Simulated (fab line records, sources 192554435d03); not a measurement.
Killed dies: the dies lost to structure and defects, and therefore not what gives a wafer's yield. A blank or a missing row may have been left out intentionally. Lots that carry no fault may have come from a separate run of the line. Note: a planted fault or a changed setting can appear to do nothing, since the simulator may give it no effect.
A lot that was struck, set against a sound lot / flow n5Finfet / 22 out of 1938 route steps
Sound: the wafers L962.3, L962.4, L962.6. Struck: wafers L967.3, L967.4 (left out: L967.1, a lot-mate that was not struck); the cause follows at the end.
Each step with rows lists, per side, the tool, then ch with its chambers, then its first start. Under that, the readings that differ: sound wafers / struck wafers / difference of the means / sigmas: that difference in standard deviations of wafers without a fault.
alike: readings with means less than 2 such deviations apart, plus words and numbers identical on both sides. not compared: withheld readings, readings lacking a value on some wafer, bounds such as >300 that could conceal the same value, and numbers that have no deviation in the record and whose values overlap.
Wherever a step has rows on one side only, a row that says differs or no value, or a row with sigmas, the two part there. When numbers do not overlap yet have no deviation, they are printed without sigmas and do not part them. A reading missing from all wafers of one side parts the sides only when that side holds two or more wafers.

first, 3 steps without rows for these wafers: N5_PMOS_HMC_CHANNEL_EPI_EXPOSE_06 (exposes mask PMOS HMC BLK, target cd 240 nm); N5_PMOS_HMC_CHANNEL_EPI_PEB_07 (peb time 60 s); N5_PMOS_HMC_CHANNEL_EPI_DEVELOP_08 (develop time 30 s).
N5_PMOS_HMC_CHANNEL_EPI_CD_MEAS_09: the cd target is 237.4 nm.
  sound on cdSem-03 ch 0, day 2 05:33; struck on cdSem-01 ch 0, day 3 11:28
  alike: cdNm
N5_PMOS_HMC_CHANNEL_EPI_OVL_MEAS_10:
  sound on overlay-02 ch 0, day 2 05:35; struck on overlay-02 ch 0, day 3 11:29
  alike: PMOS_HMC_BLK_OVL
N5_PMOS_HMC_CHANNEL_EPI_INSPECT_11: inspects for defects (macro).
  sound on defectInspect-01, day 2 05:36; struck on defectInspect-02, day 3 11:31
  alike: rawDefectCount
then, 1 step without rows for these wafers: N5_PMOS_HMC_CHANNEL_EPI_DESCUM_14 (chemistry O2, time 7.9 s).
N5_PMOS_HMC_CHANNEL_EPI_ETCH_32: etches BARC in N2/H2, stops on SiO2, target depth 85.8 nm, time 50.3 s.
  sound on rieDiel-02 ch 1,3, day 2 05:40; struck on rieDiel-06 ch 1,2, day 3 11:35
  alike: drypumpMotorCurrentA, oesProductAu, rfVppV, showerheadPlenumPTorr, throttleValvePct
  not compared: rfHoursCounterH
N5_PMOS_HMC_CHANNEL_EPI_HM_OPEN_15: chemistry CHF3/O2, target SiO2, target depth 40.6 nm, time 20.3 s.
  sound on rieDiel-02 ch 1,3, day 2 05:43; struck on rieDiel-06 ch 1,2, day 3 11:37
reading=throttleValvePct (%); sound=18.68 18.69 18.72; struck=19.06 19.05; difference=+0.36; sigmas=+2
  alike: CHF3_flow_sccm, drypumpMotorCurrentA, mfcArSccm, oesProductAu, rfVppV, showerheadPlenumPTorr
  not compared: rfHoursCounterH
N5_PMOS_HMC_CHANNEL_EPI_STRIP_33: strips in N2/H2.
  sound on rieDiel-02 ch 1,3, day 2 05:46; struck on rieDiel-06 ch 1,2, day 3 11:41
  alike: drypumpMotorCurrentA, oesProductAu, rfVppV, showerheadPlenumPTorr, throttleValvePct
  not compared: rfHoursCounterH
then, 1 step without rows for these wafers: N5_PMOS_HMC_CHANNEL_EPI_STRIP_17 (strips in SPM, time 750 s).
N5_PMOS_HMC_CHANNEL_EPI_ETCH_38: etches SiO2 in CF4, target depth 1.5 nm.
  sound on rieSi-04 ch 0,1,2, day 2 06:05; struck on rieSi-04 ch 1,2, day 3 11:59
  alike: drypumpMotorCurrentA, oesProductAu, throttleValvePct
  not compared: rfHoursCounterH
N5_PMOS_HMC_CHANNEL_EPI_FIN_RECESS_16: chemistry HBr/Cl2, target Si, target depth 54 nm, time 18 s.
  sound on rieSi-04 ch 0,1,2, day 2 06:06; struck on rieSi-04 ch 1,2, day 3 12:00
reading=oesProductAu (a.u.); sound=0.981 1.006 0.981; struck=0.870 0.867; difference=-0.121; sigmas=-8
reading=model.etch.depthNm (nm); sound=54.68 54.08 53.97; struck=42.84 43.84; difference=-10.90; sigmas=
reading=model.PMOS_HMC_CHANNEL_EPI.featureDepthNm (nm); sound=54.68 54.08 53.97; struck=42.84 43.84; difference=-10.90; sigmas=
  alike: drypumpMotorCurrentA, throttleValvePct
  not compared: rfHoursCounterH, model.SiO2_of_PMOS_HMC_CHANNEL_EPI_HM_DEP_34.thkNm
then, 1 step without rows for these wafers: N5_PMOS_HMC_CHANNEL_EPI_PRECLEAN_36 (cleans in O3/DIW, time 45 s).
N5_PMOS_HMC_CHANNEL_EPI_PRECLEAN_18: cleans in DHF, time 30 s.
  sound on wetBench-02 ch 0,1,3, day 2 06:13; struck on wetBench-02 ch 3,4, day 3 12:07
  not compared: model.SiO2_of_PMOS_HMC_CHANNEL_EPI_HM_DEP_34.thkNm
then, 4 steps without rows for these wafers: N5_PMOS_HMC_CHANNEL_EPI_SRD_19 (time 30 s); N5_PMOS_HMC_CHANNEL_EPI_EPI_20 (deposits SiGe30, target thk 59 nm); N5_PMOS_HMC_CHANNEL_EPI_HM_STRIP_35 (strips SiO2 in dHF, material SiO2, target depth 39.6 nm, time 216 s); N5_PMOS_HMC_CHANNEL_EPI_SRD_39 (time 30 s).
N5_PMOS_HMC_CHANNEL_EPI_CMP_21: polishes SiGe30, target thk 54 nm.
  sound on cmp-02 ch 2,3, day 2 07:36; struck on cmp-03 ch 0,1, day 3 13:31
reading=motorCurrentA (A); sound=14.2 11.7 13.4; struck=9.9 10.5; difference=-2.9; sigmas=-2
  alike: edgeZonePressureFrac
N5_PMOS_HMC_CHANNEL_EPI_THK_MEAS_22:
  sound on filmMetro-02, day 2 07:54; struck on filmMetro-01, day 3 13:49
reading=HMC_CMP_THK (nm); sound=54.6 54.0 53.8; struck=42.9 43.9; difference=-10.7; sigmas=-11
then, 1 step without rows for these wafers: N5_PMOS_HMC_CHANNEL_EPI_PRECLEAN_40 (cleans in DHF, time 30 s).

## WHERE THEY PART
Earliest at N5_PMOS_HMC_CHANNEL_EPI_HM_OPEN_15; latest, in this record, at N5_PMOS_HMC_CHANNEL_EPI_THK_MEAS_22.

WHY: what the simulator had put in
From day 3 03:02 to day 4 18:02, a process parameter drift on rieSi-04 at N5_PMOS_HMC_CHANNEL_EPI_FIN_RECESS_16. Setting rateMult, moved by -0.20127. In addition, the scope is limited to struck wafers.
